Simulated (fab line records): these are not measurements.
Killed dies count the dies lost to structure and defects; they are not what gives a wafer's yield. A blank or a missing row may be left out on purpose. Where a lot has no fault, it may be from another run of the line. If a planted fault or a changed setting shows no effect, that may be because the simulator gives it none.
Chamber matching | flow n5 finfet | 4 sister chambers for N5_BEOL_M0_SAQP_ALD_48 on ald sin-02
The step deposits SiO2, target thk 20 nm, pulse time 1 s, co reactant pulse time 1 s. 4 wafers are shown with their chamber, then 7 later ones without.

## EACH WAFER AND ITS CHAMBER
wafer  | chamber | heater power w (W)
L083.2 | 0       | 100
L085.2 | 2       | 61
L086.3 | 1       | 83
L086.4 | 3       | 70

## WAFERS MISSING THEIR CHAMBER
wafer  | heater power w (W)
L086.5 | 83
L089.2 | 61
L089.5 | 59
L089.6 | 72
L092.1 | 61
L092.2 | 70
L092.5 | 86

## EACH ONE'S CHAMBER
wafer  | from the rows above | in truth
L086.5 | 1                   | 1
L089.2 | 2                   | 2
L089.5 | 2                   | 2
L089.6 | 3                   | 3
L092.1 | 2                   | 2
L092.2 | 3                   | 3
L092.5 | 1                   | 1
Correctly placed: 7 of 7. Number that these rows cannot place: 0. 0 placed wrongly.
How it was worked out, from the rows above alone: a wafer's distance from a chamber is the root of the sum, over the readings, of the square of ((its reading less the chamber's mean) divided by the reading's scatter). If the next closest chamber is less than 2 further off than the closest, the wafer can't be placed; otherwise it belongs to the closest. Each chamber's mean is taken over the wafers shown for it. The scatter: root of mean squared gap, hidden wafer to nearest shown wafer, with one shown wafer a chamber.
